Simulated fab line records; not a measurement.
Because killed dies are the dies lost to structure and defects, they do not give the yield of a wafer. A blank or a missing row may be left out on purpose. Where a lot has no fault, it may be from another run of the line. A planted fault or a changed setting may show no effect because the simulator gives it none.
Chamber matching | flow nand-harc | NHARC_A_CONTACT_DEP_85 on pecvd-01 has 3 sister chambers
The step deposits SiON, target thk 50 nm. 18 wafers are shown with their chamber, then 9 later ones without.

WAFERS, EACH WITH ITS CHAMBER
wafer  | chamber | heater-power-w (W) | showerhead-vpp-V (V) | susceptor-temp-C (C)
L077.2 | 2       | 873                | 1130                 | 400.04
L077.3 | 1       | 666                | 1152                 | 399.93
L077.4 | 1       | 677                | 1156                 | 399.63
L075.3 | 0       | 648                | 1137                 | 400.12
L075.5 | 2       | 833                | 1165                 | 400.02
L075.6 | 1       | 649                | 1144                 | 399.96
L079.1 | 1       | 627                | 1141                 | 400.01
L079.5 | 2       | 780                | 1141                 | 399.91
L079.6 | 0       | 696                | 1114                 | 399.92
L078.2 | 2       | 763                | 1154                 | 400.12
L078.4 | 1       | 685                | 1164                 | 400.39
L078.5 | 0       | 750                | 1132                 | 400.06
L076.1 | 0       | 792                | 1120                 | 400.09
L076.2 | 2       | 861                | 1132                 | 400.26
L076.5 | 1       | 659                | 1154                 | 399.98
L084.1 | 0       | 736                | 1106                 | 399.73
L084.4 | 2       | 890                | 1129                 | 400.06
L084.5 | 1       | 625                | 1146                 | 399.55

SIGNATURES, as means of the wafers listed above
reading          | chamber 0 | chamber 1 | chamber 2 | scatter within a chamber
heater-power-w   | 724.40    | 655.43    | 833.33    | 43.7
showerhead-vpp-V | 1121.80   | 1151.00   | 1141.83   | 11.9
susceptor-temp-C | 399.9840  | 399.9214  | 400.0683  | 0.204
Rule: for each reading, subtract the chamber's mean from the wafer's reading, divide by that reading's scatter and square the result; add these up over the readings and take the root, which gives the wafer's distance from the chamber. The wafer belongs to the nearest chamber; if the next one is less than 2 further off, it can't be placed. The scatter: take each reading less its chamber's mean, square it, sum over the shown wafers, divide by the number of wafers less the number of chambers, and take the root.

WAFERS WITHOUT THEIR CHAMBER
wafer  | heater-power-w (W) | showerhead-vpp-V (V) | susceptor-temp-C (C)
L081.1 | 852                | 1153                 | 399.98
L081.3 | 733                | 1110                 | 400.09
L081.6 | 727                | 1113                 | 400.24
L087.3 | 731                | 1120                 | 400.20
L087.5 | 730                | 1122                 | 400.34
L087.6 | 812                | 1144                 | 399.99
L095.2 | 808                | 1141                 | 399.93
L095.4 | 741                | 1115                 | 400.29
L095.6 | 777                | 1111                 | 400.29

THE CHAMBER EACH PASSED THROUGH
wafer  | from the rows above          | in truth
L081.1 | 2                            | 2
L081.3 | 0                            | 0
L081.6 | 0                            | 0
L087.3 | can't be placed: 0 or 2      | 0
L087.5 | can't be placed: 0 or 2 or 1 | 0
L087.6 | 2                            | 2
L095.2 | can't be placed: 2 or 0      | 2
L095.4 | can't be placed: 0 or 2      | 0
L095.6 | can't be placed: 0 or 2      | 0
Correct placement for 4 of the 9. These rows do not allow placing 5 (true chamber among the candidates in 5). Wrongly placed: 0.
